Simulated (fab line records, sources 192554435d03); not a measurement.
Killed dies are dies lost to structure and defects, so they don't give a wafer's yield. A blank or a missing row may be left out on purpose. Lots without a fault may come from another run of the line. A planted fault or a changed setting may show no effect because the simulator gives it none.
Split-lot experiment | flow n5_finfet | 7 lots, 39 wafers read, on a route of 1938 steps

THE SPLIT
At N5_GATE_CUT_ETCH_58 (etches SiNx in CH3F/O2, target depth 17 nm, time 128.6 s), the setting time_s was moved away from the recipe's 128.6 s on 15 of the 39 wafers read, by -20.3% to +18.2%. The other wafers ran this setting at the recipe's value.

The reading is taken at the split's own step.

THE READING
SiNx_of_SDB_ALD_29.thk_nm (the simulator's own value, which no gauge read), in nm, at N5_GATE_CUT_ETCH_58 (etches SiNx in CH3F/O2, target depth 17 nm, time 128.6 s). The file gives no usual value for it. The 24 wafers here that ran the recipe average 24.6 nm, standard deviation 0.082 nm.

wafer  | tool, chamber at the split | time_s as run, s | against the recipe | SiNx_of_SDB_ALD_29.thk_nm, nm | against lot-mates on the recipe
L075.1 | rie_diel-06, 0             | 128.6            | recipe             | 24.6                          | -
L075.2 | rie_diel-06, 2             | 128.6            | recipe             | 24.6                          | -
L075.4 | rie_diel-06, 1             | 128.6            | recipe             | 24.6                          | -
L078.1 | rie_diel-01, 3             | 138.3            | +7.5%              | 24.4                          | -0.2
L078.2 | rie_diel-01, 2             | 128.6            | recipe             | 24.6                          | -
L078.3 | rie_diel-01, 0             | 128.6            | recipe             | 24.6                          | -
L078.4 | rie_diel-01, 1             | 138.3            | +7.5%              | 24.4                          | -0.2
L078.5 | rie_diel-01, 1             | 128.6            | recipe             | 24.6                          | -
L078.6 | rie_diel-01, 2             | 138.3            | +7.5%              | 24.4                          | -0.2
L080.1 | rie_diel-01, 0,1           | 128.6            | recipe             | 24.6                          | -
L080.3 | rie_diel-01, 0,1           | 128.6            | recipe             | 24.6                          | -
L080.2 | rie_diel-01, 3             | 128.6            | recipe             | 24.6                          | -
L080.4 | rie_diel-01, 0             | 128.6            | recipe             | 24.6                          | -
L080.5 | rie_diel-01, 1             | 128.6            | recipe             | 24.6                          | -
L080.6 | rie_diel-01, 3             | 128.6            | recipe             | 24.6                          | -
L082.1 | rie_diel-03, 2             | 102.5            | -20.3%             | 25.2                          | +0.5
L082.2 | rie_diel-03, 0             | 102.5            | -20.3%             | 25.2                          | +0.5
L082.3 | rie_diel-03, 1             | 128.6            | recipe             | 24.6                          | -
L082.4 | rie_diel-03, 3             | 128.6            | recipe             | 24.8                          | -
L082.5 | rie_diel-03, 2             | 128.6            | recipe             | 24.8                          | -
L082.6 | rie_diel-03, 3             | 102.5            | -20.3%             | 25.2                          | +0.5
L089.1 | rie_diel-06, 3             | 152              | +18.2%             | 24.2                          | -0.4
L089.2 | rie_diel-06, 2             | 152              | +18.2%             | 24.2                          | -0.4
L089.3 | rie_diel-06, 1             | 128.6            | recipe             | 24.6                          | -
L089.4 | rie_diel-06, 0             | 128.6            | recipe             | 24.6                          | -
L089.5 | rie_diel-06, 1             | 152              | +18.2%             | 24                            | -0.6
L089.6 | rie_diel-06, 0             | 128.6            | recipe             | 24.6                          | -
L090.1 | rie_diel-03, 2             | 109.7            | -14.7%             | 25                            | +0.4
L090.2 | rie_diel-03, 0             | 128.6            | recipe             | 24.6                          | -
L090.3 | rie_diel-03, 3             | 128.6            | recipe             | 24.6                          | -
L090.4 | rie_diel-03, 0             | 109.7            | -14.7%             | 25                            | +0.4
L090.5 | rie_diel-03, 3             | 109.7            | -14.7%             | 25                            | +0.4
L090.6 | rie_diel-03, 2             | 128.6            | recipe             | 24.6                          | -
L092.1 | rie_diel-01, 0             | 141.8            | +10.3%             | 24.2                          | -0.3
L092.2 | rie_diel-01, 3             | 128.6            | recipe             | 24.6                          | -
L092.3 | rie_diel-01, 1             | 128.6            | recipe             | 24.4                          | -
L092.4 | rie_diel-01, 2             | 128.6            | recipe             | 24.4                          | -
L092.5 | rie_diel-01, 1             | 141.8            | +10.3%             | 24.2                          | -0.3
L092.6 | rie_diel-01, 2             | 141.8            | +10.3%             | 24.2                          | -0.3
Where a row lists several chambers, the file gives one row for several wafers and doesn't say which wafer went through which chamber.

THE FIT
A straight line over all 39 wafers: SiNx_of_SDB_ALD_29.thk_nm changes by -0.0287 nm for each +1% of time_s; r = -0.96; the points scatter about the line by 0.079 nm.
The same after taking each lot's own level away (the mean of its wafers on the recipe; 39 wafers): -0.025 nm for each +1%; r = -0.98; scatter 0.049 nm.
On that fit, the largest move of time_s shifts the reading by 0.51 nm.
The lots' own levels span 24.47 to 24.73 nm, that is 3.3 times the standard deviation above.
So the lot-to-lot level changes the slope: the two fits differ.
Check: with one of the wafers moved furthest among these (-20.3%) left out of the fit, the line predicts +0.512 nm for it against its lot-mates. It came out at +0.467 nm against them.

OTHER SPLITS ON THESE WAFERS
These wafers also went through other splits before the reading. Each is held against what the fit with the lots' levels taken away leaves over:
other split on the same wafers | wafers away from the commonest value | r with SiNx_of_SDB_ALD_29.thk_nm (lot level and that fit taken away)
N5_DUMMY_GATE_ETCH_32 time_s   | 15                                   | -0.01
N5_DUMMY_GATE_ETCH_42 bias_w   | 12                                   | -0.11

THE WHOLE CHAIN: every reading that the file lists as answering this split, in the file's order
step                | what it does                                             | reading                                                                    | change (the file's fit)               | r (the file's)
N5_GATE_CUT_ETCH_58 | etches SiNx in CH3F/O2, target depth 17 nm, time 128.6 s | etch.depth_nm (the simulator's own value, which no gauge read)             | +0.172 nm for each +1% of the setting | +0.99
N5_GATE_CUT_ETCH_58 | etches SiNx in CH3F/O2, target depth 17 nm, time 128.6 s | SiNx_of_SDB_ALD_29.thk_nm (the simulator's own value, which no gauge read) | -0.025 nm for each +1% of the setting | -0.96

THE FILE'S OWN FIT
SiNx_of_SDB_ALD_29.thk_nm changes by -0.025 nm for each +1% of time_s, r = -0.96.
